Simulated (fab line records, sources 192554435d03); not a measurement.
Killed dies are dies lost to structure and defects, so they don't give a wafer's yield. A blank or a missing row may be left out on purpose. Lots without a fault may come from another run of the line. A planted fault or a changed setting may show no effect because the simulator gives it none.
Chamber matching | flow n5_finfet | N5_BEOL_M6_ILD_DEP_00 on pecvd-03: 3 sister chambers
The step deposits SiCOH lowk from DEMS/porogen, target thk 179.75 nm, time 33.4 s. 18 wafers are shown with their chamber, then 9 later ones without.

WAFERS WITH THEIR CHAMBER
wafer  | chamber | throttle_valve_pct (%) | showerhead_plenum_p_Torr (Torr) | heater_power_w (W)
L078.1 | 0       | 14.2                   | 5.748                           | 374
L078.3 | 2       | 12.8                   | 5.716                           | 350
L078.5 | 1       | 14.1                   | 5.724                           | 372
L079.3 | 0       | 14.3                   | 5.742                           | 331
L079.5 | 1       | 14.2                   | 5.718                           | 391
L079.6 | 2       | 12.6                   | 5.730                           | 337
L082.1 | 1       | 14.2                   | 5.721                           | 356
L082.3 | 2       | 12.7                   | 5.709                           | 340
L082.4 | 0       | 14.3                   | 5.742                           | 347
L080.3 | 0       | 14.0                   | 5.750                           | 364
L080.5 | 0       | 14.3                   | 5.742                           | 355
L080.6 | 2       | 12.4                   | 5.728                           | 337
L085.2 | 2       | 12.4                   | 5.714                           | 326
L085.3 | 1       | 14.3                   | 5.726                           | 376
L085.6 | 0       | 14.3                   | 5.753                           | 305
L086.1 | 2       | 12.6                   | 5.716                           | 356
L086.4 | 0       | 13.8                   | 5.732                           | 358
L086.6 | 2       | 12.5                   | 5.724                           | 355

SIGNATURES (means of the wafers above)
reading                  | chamber 0 | chamber 1 | chamber 2 | scatter within a chamber
throttle_valve_pct       | 14.171    | 14.200    | 12.571    | 0.161
showerhead_plenum_p_Torr | 5.74414   | 5.72225   | 5.71957   | 0.0068
heater_power_w           | 347.71    | 373.75    | 343.00    | 17.5
Rule: a wafer's distance from a chamber is the root of the sum, over the readings, of the square of ((its reading less the chamber's mean) divided by the reading's scatter). The wafer belongs to the nearest chamber; if the next one is less than 2 further off, it can't be placed. The scatter: the root of (the sum of the squares of (reading less its chamber's mean) over the shown wafers, divided by (wafers less chambers)).

WAFERS WITHOUT THEIR CHAMBER
wafer  | throttle_valve_pct (%) | showerhead_plenum_p_Torr (Torr) | heater_power_w (W)
L090.1 | 12.5                   | 5.717                           | 360
L090.4 | 14.4                   | 5.743                           | 376
L090.5 | 12.7                   | 5.713                           | 282
L091.1 | 14.2                   | 5.742                           | 370
L091.4 | 14.2                   | 5.703                           | 394
L091.6 | 12.5                   | 5.731                           | 346
L094.1 | 12.7                   | 5.726                           | 315
L094.4 | 12.7                   | 5.712                           | 315
L094.5 | 14.2                   | 5.709                           | 371

WHICH CHAMBER EACH WENT THROUGH
wafer  | from the rows above     | in truth
L090.1 | 2                       | 2
L090.4 | can't be placed: 0 or 1 | 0
L090.5 | 2                       | 2
L091.1 | can't be placed: 0 or 1 | 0
L091.4 | 1                       | 1
L091.6 | 2                       | 2
L094.1 | 2                       | 2
L094.4 | 2                       | 2
L094.5 | 1                       | 1
Placed correctly: 7 of 9. Can't be placed from these rows: 2 (the true chamber is among the candidates in 2). Placed wrongly: 0.
